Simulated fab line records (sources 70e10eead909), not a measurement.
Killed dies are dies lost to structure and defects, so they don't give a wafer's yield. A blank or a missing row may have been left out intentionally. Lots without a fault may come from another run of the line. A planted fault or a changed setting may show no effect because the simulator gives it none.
Which of the tools did it?    flow nand_harc    12 lots, 36 wafers sampled, at 2 steps of a route of 1302

WHAT THE GAUGES READ, wafer by wafer
NHARC_P_BONDPAD_CD_MEAS_09: target cd 500 nm.
lot   measured      on         cd_nm (nm)
L075  day 6 22:46   cd_sem-03  500.3 500.7 499.6
L077  day 7 15:19   cd_sem-02  501.0 500.7 501.3
L079  day 8 13:27   cd_sem-03  499.7 497.6 498.6
L081  day 9 14:52   cd_sem-01  500.1 499.4 498.0
L083  day 10 14:19  cd_sem-01  500.4 501.0 499.5
L085  day 11 05:49  cd_sem-01  502.9 501.2 504.1
L087  day 12 06:19  cd_sem-02  500.5 500.5 501.1
L088  day 12 19:38  cd_sem-02  501.4 501.2 499.3
L091  day 13 15:27  cd_sem-01  500.2 502.2 500.5
L092  day 14 07:47  cd_sem-01  500.6 499.0 501.3
L095  day 15 14:01  cd_sem-03  502.3 502.2 503.0
L096  day 16 06:17  cd_sem-03  498.7 500.5 499.5

EACH LOT AND THE TOOL THAT RAN IT (in order: tool; ch and the chambers of the sampled wafers; start)
lot   NHARC_P_BONDPAD_DEP_00
L075  pecvd-02 ch 0,1,2, day 6 21:31
L077  pecvd-03 ch 0,1,2, day 7 14:08
L079  pecvd-01 ch 0,1,2, day 8 12:16
L081  pecvd-01 ch 0,1,2, day 9 13:38
L083  pecvd-01 ch 0,2, day 10 14:19 or earlier
L085  pecvd-01 ch 0,1,2, day 11 04:40
L087  pecvd-01 ch 1,2, day 12 05:08
L088  pecvd-03 ch 0,1,2, day 12 18:23
L091  pecvd-01 ch 0,1,2, day 13 14:17
L092  pecvd-03 ch 0,1,2, day 14 07:47 or earlier
L095  pecvd-03 ch 0,1,2, day 15 12:50
L096  pecvd-01 ch 0,2, day 16 05:13
- NHARC_P_BONDPAD_DEP_00: deposits SiCN, target thk 250 nm.

THE ANSWER, worked out from the rows above alone
Rule: the lots themselves supply what counts as usual. Put in order of their means at a reading, lots are off if they are a third of the lots or fewer, leave a main group of 4 or more, and stand apart from it by a gap of 3 or more times the standard deviation of the main group's means; of several such gaps the widest counts. If all means in a main group match to the digits the tables above print for the reading, that group is not used. Also off: a lot with no number at a reading for which 4 or more lots have one. Where the step has rows for the other lots, those lots are counted as sound.
Nothing can be told from this: no lot is off at any reading shown.

WHAT THE SIMULATOR PUT IN
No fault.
